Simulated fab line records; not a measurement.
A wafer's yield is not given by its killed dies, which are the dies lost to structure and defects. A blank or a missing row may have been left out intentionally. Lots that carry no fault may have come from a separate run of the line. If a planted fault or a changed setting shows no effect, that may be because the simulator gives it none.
fab line records -- flow n5_finfet -- part 2 of 2: steps 5 to 6 of 6
record: lots: 24, wafers: 72, last_day: 18
route steps=1938 shown GATE_CUT@487 MOL_CONTACT_COAG@526
lots untouched by any fault: they come from a run of this same line in which no faults occurred
start_h: start of the lot's first displayed wafer, in hours after the record's first day -- wait_h: hours elapsed since this lot's preceding step -- " repeats the value in the row above -- L1.1+2: one row covering several wafers at once -- - no value, or no start was given -- * or withheld: withheld -- < > ~ a bound
route shown NAME@n: a module of which the file shows steps, and the number in the route of the first -- usual: mean/standard deviation taken from wafers without a fault -- same: alike in all rows -- chamber/n: place in a boat -- sites: per-site readings -- _std_site: standard deviation of those values -- _edge_site: outer sites' mean less inner sites' -- radius_mm: for every site, how far away it sits from the centre of the wafer -- mask NAME#n: copy n -- behind: the tool/chamber that last shaped the wafer -- hold: reason for holding the lot/hours on hold/outcome of the hold -- device: whichever transistor did not switch (one of n, p or np) -- end of line: at the end of the route, the tests of the same wafers -- step lacking rows: just its recipe -- killed: the dies lost at the first sort to structure and to defects; this is not the yield of the wafer -- map: a wafer's dies, marking killed ones x, the rest . and places with no die _
set.NAME: the setting that was run; set.NAME@STEP: the one run at that earlier step -- model.NAME: the simulator's own value behind a step, which no gauge read
steps of the route over a sample of lots; a table a step, a row a wafer
services: when a tool's chamber went out of use (start_h, in hours from the record's first day, below 0 if earlier), for how many hours, and the reason
== steps ==
step: N5_MOL_CONTACT_COAG_DESCUM_88
recipe: chemistry: O2, time_s: 7, source_power_w: 50, bias_power_w: 20, pressure_mtorr: 20, rf_frequency_hz: 2.712e+07, temp_c: 40, resist: CAR-EUV, o2_flow_sccm: 225
usual: drypump_motor_current_A: 5.5/0.37, oes_product_au: 0.81/0.089, rf_vpp_V: 243.4/1.4, showerhead_plenum_p_Torr: 2.11/0.07, throttle_valve_pct: 20.4/0.3
lot.wafer,tool,chamber,start_h,wait_h,drypump_motor_current_A,oes_product_au,rf_hours_counter_h,rf_vpp_V,showerhead_plenum_p_Torr,throttle_valve_pct
L074.2,rie_diel-04,2,98.40,0.1,5.7,0.92,18,244.3,2.13,19.8
L074.3,rie_diel-04,1,98.40,0.1,5.7,0.68,232,244.9,2.15,20.5
L074.4,rie_diel-04,0,98.40,0.1,5.4,0.87,33,243.7,2.24,20.8
L075.1,rie_diel-06,2,101.82,0.0,5.0,0.85,63,242.6,2.03,20.5
L075.2,rie_diel-06,1,101.82,0.0,5.3,0.79,106,241.6,2.02,20.7
L075.3,rie_diel-06,0,101.82,0.0,5.5,0.75,166,243.7,2.09,20.2
L076.1,rie_diel-03,1,107.45,0.5,5.6,0.71,209,242.6,2.08,20.5
L076.2,rie_diel-03,0,107.45,0.5,5.0,0.92,17,243.8,2.06,20.4
L076.5,rie_diel-03,0,107.45,0.5,5.1,0.93,-,242.3,2.06,20.4
L077.3,rie_diel-04,0,115.44,0.0,5.4,0.86,39,244.6,2.23,20.7
L077.4,rie_diel-04,1,115.44,0.0,5.8,0.67,238,243.5,2.15,20.6
L077.6,rie_diel-04,3,115.44,0.0,5.5,0.95,-,242.8,2.14,19.9
L078.4,rie_diel-03,3,120.95,0.1,5.7,0.68,-,244.4,2.15,21.0
L078.5,rie_diel-03,3,120.95,0.1,5.7,0.69,-,243.1,2.15,21.0
L078.6,rie_diel-03,1,120.95,0.1,5.6,0.70,-,243.1,2.08,20.5
L079.2,rie_diel-03,0,128.44,0.7,5.1,0.91,20,243.0,2.06,20.5
L079.3,rie_diel-03,2,128.44,0.7,5.7,0.95,8,244.9,2.23,20.0
L079.6,rie_diel-03,1,128.44,0.7,5.6,0.70,-,242.2,2.08,20.5
L080.1,rie_diel-06,2,136.18,0.0,5.0,0.84,76,242.7,2.02,20.5
L080.3,rie_diel-06,0,136.18,0.0,5.5,0.74,178,242.5,2.08,20.2
L080.4,rie_diel-06,3,136.18,0.0,6.5,0.71,193,244.1,2.16,20.5
L081.1,rie_diel-06,2,141.37,0.1,5.0,0.83,78,242.2,2.02,20.5
L081.2,rie_diel-06,3,141.37,0.1,6.5,0.71,195,245.0,2.16,20.5
L081.6,rie_diel-06,2,141.37,0.1,5.0,0.83,-,243.3,2.02,20.5
L082.2,rie_diel-04,3,151.65,0.6,5.5,0.92,24,242.8,2.13,19.9
L082.4,rie_diel-04,0,151.65,0.6,5.4,0.83,-,244.8,2.23,20.8
L082.5,rie_diel-04,3,151.65,0.6,5.5,0.91,-,243.2,2.13,19.9
L083.3,rie_diel-06,0,154.45,0.0,5.5,0.74,185,242.3,2.08,20.2
L083.4,rie_diel-06,1,154.45,0.0,5.3,0.76,125,243.1,2.02,20.7
L083.5,rie_diel-06,1,154.45,0.0,5.3,0.75,-,241.5,2.01,20.7
L084.1,rie_diel-06,0,156.83,0.0,5.4,0.73,186,241.7,2.08,20.2
L084.5,rie_diel-06,1,156.83,0.0,5.3,0.78,-,241.5,2.02,20.7
L084.6,rie_diel-06,2,156.83,0.0,5.0,0.82,-,242.1,2.02,20.5
L085.2,rie_diel-03,1,166.86,0.0,5.6,0.70,233,241.8,2.07,20.5
L085.4,rie_diel-03,0,166.86,0.0,5.0,0.88,-,242.0,2.05,20.5
L085.5,rie_diel-03,1,166.86,0.0,5.6,0.70,-,243.6,2.07,20.5
L086.2,rie_diel-03,1,170.33,0.4,5.5,0.69,235,243.5,2.07,20.5
L086.3,rie_diel-03,2,170.33,0.4,5.6,0.90,25,244.7,2.23,20.0
L086.6,rie_diel-03,1,170.33,0.4,5.6,0.69,-,242.9,2.07,20.5
L087.2,rie_diel-04,1,178.64,0.0,5.7,0.95,4,244.1,2.14,20.2
L087.3,rie_diel-04,2,178.64,0.0,5.6,0.86,46,242.6,2.12,19.9
L087.5,rie_diel-04,0,178.64,0.0,5.4,0.82,-,244.1,2.23,20.8
L088.1,rie_diel-04,1,178.98,0.0,5.7,0.96,4,244.1,2.14,20.2
L088.4,rie_diel-04,2,178.98,0.0,5.7,0.85,46,244.5,2.12,19.9
L088.5,rie_diel-04,2,178.98,0.0,5.7,0.86,-,243.1,2.12,19.9
L089.2,rie_diel-06,1,190.37,0.0,5.3,0.76,137,242.4,2.01,20.7
L089.3,rie_diel-06,0,190.37,0.0,5.5,0.73,198,242.8,2.08,20.3
L089.6,rie_diel-06,2,190.37,0.0,5.0,0.82,-,242.5,2.02,20.5
L090.2,rie_diel-03,3,194.97,0.1,5.6,0.98,5,244.8,2.14,20.6
L090.3,rie_diel-03,0,194.97,0.1,5.1,0.86,47,243.1,2.05,20.5
L090.5,rie_diel-03,2,194.97,0.1,5.7,0.88,-,246.0,2.22,20.0
L091.1,rie_diel-06,2,198.86,0.2,5.0,0.81,97,240.8,2.02,20.5
L091.4,rie_diel-06,0,198.86,0.2,5.5,0.72,201,243.6,2.08,20.3
L091.5,rie_diel-06,2,198.86,0.2,5.0,0.81,-,242.1,2.02,20.5
L092.1,rie_diel-06,2,205.22,0.0,5.0,0.82,99,242.6,2.02,20.5
L092.2,rie_diel-06,0,205.22,0.0,5.5,0.71,203,242.2,2.08,20.3
L092.3,rie_diel-06,3,205.22,0.0,6.5,0.70,216,242.8,2.15,20.5
L093.3,rie_diel-03,3,211.86,0.0,5.7,0.97,11,245.6,2.14,20.6
L093.5,rie_diel-03,3,211.86,0.0,5.7,0.96,-,244.4,2.14,20.6
L093.6,rie_diel-03,0,211.86,0.0,5.1,0.86,-,241.7,2.05,20.5
L094.1,rie_diel-03,2,217.17,0.0,5.7,0.87,42,245.7,2.22,20.0
L094.4,rie_diel-03,2,217.17,0.0,5.6,0.87,-,245.7,2.22,20.0
L094.5,rie_diel-03,3,217.17,0.0,5.7,0.94,-,244.7,2.14,20.6
L095.2,rie_diel-06,1,228.85,0.5,5.3,0.75,151,241.2,2.01,20.8
L095.4,rie_diel-06,1,228.85,0.5,5.3,0.75,-,241.5,2.01,20.8
L095.6,rie_diel-06,0,228.85,0.5,5.5,0.72,-,241.6,2.07,20.3
L096.1,rie_diel-03,2,234.45,0.0,5.7,0.85,51,244.6,2.22,20.0
L096.2,rie_diel-03,0,234.45,0.0,5.1,0.84,64,240.3,2.04,20.5
L096.4,rie_diel-03,0,234.45,0.0,5.1,0.84,-,242.7,2.04,20.5
L097.2,rie_diel-03,0,242.25,0.3,5.1,0.83,67,242.4,2.04,20.5
L097.4,rie_diel-03,1,242.25,0.3,5.5,0.95,6,243.4,2.07,20.2
L097.5,rie_diel-03,2,242.25,0.3,5.7,0.84,-,244.2,2.21,20.1
step: N5_MOL_CONTACT_COAG_DESCUM_45
recipe: chemistry: O2, time_s: 7, source_power_w: 50, bias_power_w: 20, pressure_mtorr: 20, rf_frequency_hz: 2.712e+07, temp_c: 40, resist: CAR-EUV, o2_flow_sccm: 225
usual: drypump_motor_current_A: 5.5/0.34, oes_product_au: 0.82/0.088, rf_vpp_V: 243.6/1.4, showerhead_plenum_p_Torr: 2.13/0.066, throttle_valve_pct: 20.4/0.33
lot.wafer,tool,chamber,start_h,wait_h,drypump_motor_current_A,oes_product_au,rf_hours_counter_h,rf_vpp_V,showerhead_plenum_p_Torr,throttle_valve_pct
L074.2,rie_diel-04,1,100.03,0.0,5.7,0.68,233,243.2,2.15,20.5
L074.3,rie_diel-04,2,100.03,0.0,5.7,0.93,19,244.4,2.13,19.8
L074.4,rie_diel-04,3,100.03,0.0,5.5,0.98,7,243.6,2.14,19.9
L075.1,rie_diel-03,0,103.07,0.0,5.0,0.92,14,242.8,2.06,20.5
L075.2,rie_diel-03,1,103.07,0.0,5.6,0.71,207,243.9,2.08,20.5
L075.3,rie_diel-03,3,103.07,0.0,5.7,0.69,232,246.1,2.15,20.9
L076.1,rie_diel-04,3,109.13,0.2,5.5,0.96,10,244.1,2.14,19.9
L076.2,rie_diel-04,2,109.13,0.2,5.7,0.91,22,245.7,2.13,19.8
L076.5,rie_diel-04,2,109.13,0.2,5.7,0.91,-,244.3,2.13,19.8
L077.3,rie_diel-03,3,116.80,0.0,5.7,0.68,-,244.2,2.15,21.0
L077.4,rie_diel-03,1,116.80,0.0,5.5,0.70,-,243.4,2.08,20.5
L077.6,rie_diel-03,1,116.80,0.0,5.5,0.70,-,241.4,2.08,20.5
L078.4,rie_diel-06,1,122.60,0.0,5.3,0.78,113,242.6,2.02,20.7
L078.5,rie_diel-06,3,122.60,0.0,6.5,0.72,-,244.3,2.16,20.5
L078.6,rie_diel-06,2,122.60,0.0,5.0,0.84,-,241.8,2.02,20.5
L079.2,rie_diel-06,0,130.19,0.0,5.5,0.74,176,241.5,2.09,20.2
L079.3,rie_diel-06,3,130.19,0.0,6.5,0.72,191,243.7,2.16,20.5
L079.6,rie_diel-06,0,130.19,0.0,5.5,0.74,-,243.7,2.09,20.2
L080.1,rie_diel-06,0,137.92,0.1,5.5,0.73,179,243.0,2.08,20.2
L080.3,rie_diel-06,2,137.92,0.1,5.0,0.82,77,243.0,2.02,20.5
L080.4,rie_diel-06,3,137.92,0.1,6.5,0.71,194,244.8,2.16,20.5
L081.1,rie_diel-04,3,143.21,0.0,5.5,0.91,21,244.0,2.13,19.9
L081.2,rie_diel-04,2,143.21,0.0,5.7,0.88,32,243.3,2.13,19.9
L081.6,rie_diel-04,0,143.21,0.0,5.4,0.84,-,244.5,2.23,20.8
L082.2,rie_diel-04,2,153.08,0.1,5.7,0.87,37,244.4,2.13,19.9
L082.4,rie_diel-04,0,153.08,0.1,5.4,0.84,-,244.6,2.23,20.8
L082.5,rie_diel-04,3,153.08,0.1,5.5,0.91,-,243.9,2.13,19.9
L083.3,rie_diel-04,2,156.17,0.0,5.7,0.87,38,243.0,2.12,19.9
L083.4,rie_diel-04,2,156.17,0.0,5.7,0.87,-,243.8,2.12,19.9
L083.5,rie_diel-04,0,156.17,0.0,5.4,0.84,-,245.9,2.23,20.8
L084.1,rie_diel-04,0,158.47,0.0,5.4,0.83,55,246.2,2.23,20.8
L084.5,rie_diel-04,2,158.47,0.0,5.7,0.86,-,242.4,2.12,19.9
L084.6,rie_diel-04,3,158.47,0.0,5.5,0.90,-,243.6,2.13,19.9
L085.2,rie_diel-03,0,168.16,0.0,5.1,0.88,36,242.8,2.05,20.5
L085.4,rie_diel-03,0,168.16,0.0,5.1,0.88,-,241.9,2.05,20.5
L085.5,rie_diel-03,2,168.16,0.0,5.7,0.90,-,245.1,2.23,20.0
L086.2,rie_diel-06,1,172.15,0.4,5.3,0.76,132,241.3,2.01,20.7
L086.3,rie_diel-06,3,172.15,0.4,6.5,0.70,206,243.9,2.15,20.5
L086.6,rie_diel-06,2,172.15,0.4,5.0,0.82,-,241.0,2.02,20.5
L087.2,rie_diel-06,0,180.46,0.3,5.4,0.72,194,242.1,2.08,20.3
L087.3,rie_diel-06,3,180.46,0.3,6.5,0.70,208,243.8,2.15,20.5
L087.5,rie_diel-06,2,180.46,0.3,5.0,0.83,-,242.9,2.02,20.5
L088.1,rie_diel-03,3,180.49,0.1,5.7,1.00,1,243.9,2.14,20.6
L088.4,rie_diel-03,1,180.49,0.1,5.5,0.69,240,242.8,2.07,20.6
L088.5,rie_diel-03,2,180.49,0.1,5.7,0.89,-,245.6,2.22,20.0
L089.2,rie_diel-04,0,191.95,0.0,5.4,0.83,67,244.2,2.22,20.8
L089.3,rie_diel-04,3,191.95,0.0,5.5,0.89,39,244.7,2.13,19.9
L089.6,rie_diel-04,2,191.95,0.0,5.7,0.85,-,244.5,2.12,19.9
L090.2,rie_diel-03,0,196.37,0.0,5.1,0.86,48,242.0,2.05,20.5
L090.3,rie_diel-03,2,196.37,0.0,5.7,0.87,34,244.3,2.22,20.0
L090.5,rie_diel-03,3,196.37,0.0,5.7,0.97,-,245.0,2.14,20.6
L091.1,rie_diel-04,1,200.20,0.0,5.7,0.95,10,243.6,2.14,20.2
L091.4,rie_diel-04,3,200.20,0.0,5.5,0.88,43,244.7,2.13,19.9
L091.5,rie_diel-04,1,200.20,0.0,5.7,0.95,-,244.5,2.14,20.2
L092.1,rie_diel-03,3,206.72,0.0,5.7,0.96,9,244.3,2.14,20.6
L092.2,rie_diel-03,0,206.72,0.0,5.1,0.86,51,241.6,2.05,20.5
L092.3,rie_diel-03,1,206.72,0.0,5.6,0.68,249,242.9,2.07,20.6
L093.3,rie_diel-03,0,213.13,0.0,5.1,0.85,53,241.0,2.05,20.5
L093.5,rie_diel-03,3,213.13,0.0,5.7,0.96,-,244.3,2.14,20.6
L093.6,rie_diel-03,0,213.13,0.0,5.1,0.85,-,241.9,2.05,20.5
L094.1,rie_diel-03,0,218.81,0.0,5.1,0.84,55,241.0,2.05,20.5
L094.4,rie_diel-03,3,218.81,0.0,5.7,0.95,-,245.2,2.14,20.6
L094.5,rie_diel-03,0,218.81,0.0,5.1,0.84,-,241.4,2.05,20.5
L095.2,rie_diel-06,1,230.25,0.0,5.3,0.74,152,241.2,2.01,20.8
L095.4,rie_diel-06,2,230.25,0.0,5.0,0.80,-,241.5,2.01,20.5
L095.6,rie_diel-06,1,230.25,0.0,5.3,0.75,-,240.0,2.01,20.8
L096.1,rie_diel-04,2,236.19,0.1,5.7,0.82,66,242.9,2.11,19.9
L096.2,rie_diel-04,1,236.19,0.1,5.7,0.90,23,242.6,2.14,20.3
L096.4,rie_diel-04,0,236.19,0.1,5.4,0.80,83,245.9,2.22,20.8
L097.2,rie_diel-04,2,243.93,0.0,5.7,0.83,70,243.7,2.11,19.9
L097.4,rie_diel-04,0,243.93,0.0,5.4,0.80,86,244.3,2.22,20.8
L097.5,rie_diel-04,1,243.93,0.0,5.7,0.90,-,243.8,2.14,20.3
== services ==
tool,chamber,start_h,hours,kind
rie_diel-03,2,69.94,-,clean
rie_diel-03,2,69.94,-,consumable_replace:focus_ring
rie_diel-03,2,69.94,-,consumable_replace:showerhead
rie_diel-03,2,69.94,13.2,scheduled_down
rie_diel-03,2,69.94,13.2,vent_cycle
rie_diel-05,0,72.95,3.1,repair
rie_diel-01,-,73.88,0.1,repair
rie_metal-02,-,88.55,24.5,repair
rie_diel-05,3,94.96,1.2,repair
rie_metal-01,1,105.88,5.3,repair
rie_diel-03,0,111.09,14.0,repair
rie_metal-03,0,123.14,25.4,repair
rie_diel-01,3,147.65,1.5,repair
rie_diel-03,3,148.21,-,clean
rie_diel-03,3,148.21,-,consumable_replace:focus_ring
rie_diel-03,3,148.21,29.4,scheduled_down
rie_diel-03,3,148.21,29.4,vent_cycle
rie_metal-01,1,162.67,5.4,repair
rie_diel-02,3,191.01,10.1,repair
rie_metal-02,-,205.59,28.1,pm
rie_diel-05,1,210.89,6.7,repair
rie_diel-06,3,226.21,11.0,repair
rie_metal-03,-,230.48,1.4,pm
rie_metal-02,-,233.69,2.8,pm
